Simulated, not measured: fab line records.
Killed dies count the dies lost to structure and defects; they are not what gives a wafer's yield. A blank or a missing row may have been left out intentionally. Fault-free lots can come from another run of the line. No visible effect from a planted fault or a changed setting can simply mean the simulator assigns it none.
Which tool was responsible? | flow nandHarc | 13 lots with 39 wafers sampled at 5 steps, on a route of 1159 steps

== WHAT EACH GAUGE READ, for each wafer ==
NHARC_END_SORT_01. Usual: defectLimitedYield 95.6 %, standard deviation 1.6; killedAtArray 26, standard deviation 11; killedAtOther 0.4, standard deviation 0.78; killedAtPeriphery 3.4, standard deviation 2.4; killedDies 29, standard deviation 11; killedOpen 3.1, standard deviation 1.9; killedShort 1.9, standard deviation 1.4; sort_bin_2_pct 1.3 %, standard deviation 0.63; sort_bin_3_pct 0.20 %, standard deviation 0.18; sort_bin_4_pct 2.8 %, standard deviation 1.1; sortNPass 648, standard deviation 11; sortRimYieldPct 95 %, standard deviation 3.4; sortYieldPct 95.6 %, standard deviation 1.6.
lot  | measured     | on        | defectLimitedYield (%) | killedAtArray | killedAtOther | killedAtPeriphery | killedDies | killedOpen | killedShort | sort_bin_2_pct (%) | sort_bin_3_pct (%) | sort_bin_4_pct (%) | sortNPass   | sortRimYieldPct (%) | sortYieldPct (%) | flag
L172 | day 23 08:41 | prober-02 | 80.8 94.2 97.2         | 128 39 18     | 0 0 0         | 2 0 1             | 130 39 19  | 2 5 1      | 2 1 0       | 6.4 2.5 0.7        | 5.91 0 0           | 6.9 3.2 2.1        | 547 638 658 | 96 97 93            | 80.8 94.2 97.2   | OFF
L173 | day 24 00:25 | prober-02 | 93.5 95.9 77.5         | 43 26 140     | 0 0 1         | 1 2 11            | 44 28 152  | 6 2 3      | 0 1 2       | 1.2 1.2 8.4        | 0.44 0.15 5.76     | 4.9 2.8 8.3        | 633 649 525 | 96 91 94            | 93.5 95.9 77.5   | OFF

== EACH LOT AND THE TOOL THAT RAN IT (in order: tool; ch and the chambers of the sampled wafers; start) ==
lot  | NHARC_A_M0_PVD_21           | NHARC_THIN_TSV_ANNEAL_52        | NHARC_THIN_TSV_DEGAS_53     | NHARC_THIN_TSV_STRIP_56
L166 | pvdSputter-03, day 17 20:56 | rtpAnneal-02 ch 0, day 21 18:53 | pvdSputter-02, day 21 20:00 | plasmaAsher-02 ch 1, day 21 22:43
L165 | pvdSputter-02, day 17 21:34 | rtpAnneal-01 ch 0, day 21 20:32 | pvdSputter-02, day 21 21:52 | plasmaAsher-02 ch 0,1, day 22 00:20
L167 | pvdSputter-03, day 17 21:46 | rtpAnneal-02 ch 0, day 21 22:05 | pvdSputter-02, day 21 23:25 | plasmaAsher-02 ch 0,1, day 22 03:51
L170 | pvdSputter-03, day 18 06:53 | rtpAnneal-01 ch 0, day 22 00:11 | pvdSputter-03, day 22 02:50 | plasmaAsher-01 ch 0,1, day 22 05:41
L172 | pvdSputter-03, day 19 10:42 | rtpAnneal-01 ch 0, day 22 05:16 | pvdSputter-02, day 22 06:06 | plasmaAsher-02 ch 0,1, day 22 07:55
L173 | pvdSputter-03, day 20 10:37 | rtpAnneal-01 ch 0, day 22 07:43 | pvdSputter-03, day 22 08:31 | plasmaAsher-01 ch 0,1, day 22 10:12
L174 | pvdSputter-02, day 20 20:31 | rtpAnneal-01 ch 0, day 22 08:01 | pvdSputter-02, day 22 08:51 | plasmaAsher-01 ch 0,1, day 22 10:49
L178 | pvdSputter-02, day 20 23:47 | rtpAnneal-01 ch 0, day 22 08:43 | pvdSputter-03, day 22 09:31 | plasmaAsher-01 ch 0,1, day 22 11:20
L181 | pvdSputter-02, day 22 00:10 | rtpAnneal-02 ch 0, day 23 04:49 | pvdSputter-01, day 23 05:37 | plasmaAsher-01 ch 0,1, day 23 07:17
L182 | pvdSputter-02, day 22 05:17 | rtpAnneal-01 ch 0, day 23 10:10 | pvdSputter-01, day 23 10:59 | plasmaAsher-01 ch 0,1, day 23 13:16
L187 | pvdSputter-03, day 22 22:13 | rtpAnneal-02 ch 0, day 24 02:25 | pvdSputter-01, day 24 03:10 | plasmaAsher-01 ch 0,1, day 24 04:59
L186 | pvdSputter-03, day 23 04:28 | rtpAnneal-02 ch 0, day 24 11:02 | pvdSputter-03, day 24 11:52 | plasmaAsher-02 ch 0,1, day 24 13:33
L188 | pvdSputter-01, day 23 14:52 | rtpAnneal-02 ch 0, day 24 18:05 | pvdSputter-01, day 24 18:56 | plasmaAsher-01 ch 0,1, day 24 20:36
- NHARC_A_M0_PVD_21: deposits Cu, target thk 30 nm, time 20.49 s.
- NHARC_THIN_TSV_ANNEAL_52: time 90 s.
- NHARC_THIN_TSV_DEGAS_53: time 60 s.
- NHARC_THIN_TSV_STRIP_56: strips in O2.

== AS READ BY THE TOOLS THEMSELVES (means over the sampled wafers that have a number; for cases with no such wafer, the mark the record gives instead) ==
NHARC_A_M0_PVD_21. Usual: throttleValvePct reads 29.8 % (standard deviation 1.1).
lot  | tool          | throttleValvePct (%) | flag
L166 | pvdSputter-03 | 28.9                 | 
L165 | pvdSputter-02 | 30.7                 | 
L167 | pvdSputter-03 | 29.7                 | 
L170 | pvdSputter-03 | 29.7                 | 
L172 | pvdSputter-03 | 29.0                 | 
L173 | pvdSputter-03 | 29.0                 | 
L174 | pvdSputter-02 | 30.8                 | 
L178 | pvdSputter-02 | 29.6                 | 
L181 | pvdSputter-02 | 30.1                 | 
L182 | pvdSputter-02 | 31.0                 | 
L187 | pvdSputter-03 | 29.2                 | 
L186 | pvdSputter-03 | 29.7                 | 
L188 | pvdSputter-01 | 30.5                 | 

NHARC_THIN_TSV_ANNEAL_52. Usual: wafer_temp_C_max reads 225.9 (standard deviation 0.31).
lot  | tool         | wafer_temp_C_max | flag
L166 | rtpAnneal-02 | 225.5            | 
L165 | rtpAnneal-01 | 226.3            | 
L167 | rtpAnneal-02 | 225.8            | 
L170 | rtpAnneal-01 | 226.0            | 
L172 | rtpAnneal-01 | 226.1            | 
L173 | rtpAnneal-01 | 226.0            | 
L174 | rtpAnneal-01 | 226.1            | 
L178 | rtpAnneal-01 | 226.2            | 
L181 | rtpAnneal-02 | 226.0            | 
L182 | rtpAnneal-01 | 225.9            | 
L187 | rtpAnneal-02 | 225.6            | 
L186 | rtpAnneal-02 | 225.5            | 
L188 | rtpAnneal-02 | 226.1            | 

NHARC_THIN_TSV_DEGAS_53. Usual: heaterPowerW reads 464 W (standard deviation 48).
lot  | tool          | heaterPowerW (W) | flag
L166 | pvdSputter-02 | 453              | 
L165 | pvdSputter-02 | 480              | 
L167 | pvdSputter-02 | 467              | 
L170 | pvdSputter-03 | 404              | 
L172 | pvdSputter-02 | 465              | 
L173 | pvdSputter-03 | 423              | 
L174 | pvdSputter-02 | 461              | 
L178 | pvdSputter-03 | 435              | 
L181 | pvdSputter-01 | 508              | 
L182 | pvdSputter-01 | 528              | 
L187 | pvdSputter-01 | 488              | 
L186 | pvdSputter-03 | 463              | 
L188 | pvdSputter-01 | 509              | 

NHARC_THIN_TSV_STRIP_56. Usual: drypumpMotorCurrentA 5.39 A, standard deviation 0.28; heaterPowerW 334 W, standard deviation 31; tempC 250.01 C, standard deviation 0.19.
lot  | tool           | drypumpMotorCurrentA (A) | heaterPowerW (W) | tempC (C) | flag
L166 | plasmaAsher-02 | 5.77                     | 312              | 249.93    | 
L165 | plasmaAsher-02 | 5.69                     | 308              | 250.04    | 
L167 | plasmaAsher-02 | 5.72                     | 305              | 250.18    | 
L170 | plasmaAsher-01 | 5.13                     | 366              | 250.17    | 
L172 | plasmaAsher-02 | 5.68                     | 308              | 249.93    | 
L173 | plasmaAsher-01 | 5.10                     | 370              | 249.90    | 
L174 | plasmaAsher-01 | 5.11                     | 364              | 250.13    | 
L178 | plasmaAsher-01 | 5.11                     | 361              | 250.09    | 
L181 | plasmaAsher-01 | 5.11                     | 364              | 249.95    | 
L182 | plasmaAsher-01 | 5.12                     | 358              | 249.95    | 
L187 | plasmaAsher-01 | 5.11                     | 367              | 249.84    | 
L186 | plasmaAsher-02 | 5.69                     | 299              | 249.91    | 
L188 | plasmaAsher-01 | 5.11                     | 369              | 249.72    | 

== THE ANSWER, worked out from the rows above alone ==
Rule: a lot counts as off when the mean over its wafers that have a number is more than 3 standard deviations away from the usual mean. Also off: a lot with no number at a reading for which 4 or more lots have one. All remaining lots with rows at the step are treated as sound. The gauges are gone through in route order, then the tools' own readings, and for those a lot's mean is taken as printed above. At the first step where some lot is off, the reading lying furthest off is the one used; lots without a number count as furthest.
Off at NHARC_END_SORT_01 (sort_bin_3_pct): L172, L173. Neither off nor sound, because the step has no rows for them: L166, L165, L167, L170, L174, L178, L181, L182, L187, L186, L188.
If a tool, at a process step before that reading, ran all the lots that are off and no sound lot after the first of them, it fits. Those tools and the gauges at NHARC_END_SORT_01 are tried in the same way. Can't be told from this: 3 tools fit, pvdSputter-03 at NHARC_A_M0_PVD_21, rtpAnneal-01 at NHARC_THIN_TSV_ANNEAL_52, prober-02 at NHARC_END_SORT_01.

== WHAT THE SIMULATOR HAD PUT IN ==
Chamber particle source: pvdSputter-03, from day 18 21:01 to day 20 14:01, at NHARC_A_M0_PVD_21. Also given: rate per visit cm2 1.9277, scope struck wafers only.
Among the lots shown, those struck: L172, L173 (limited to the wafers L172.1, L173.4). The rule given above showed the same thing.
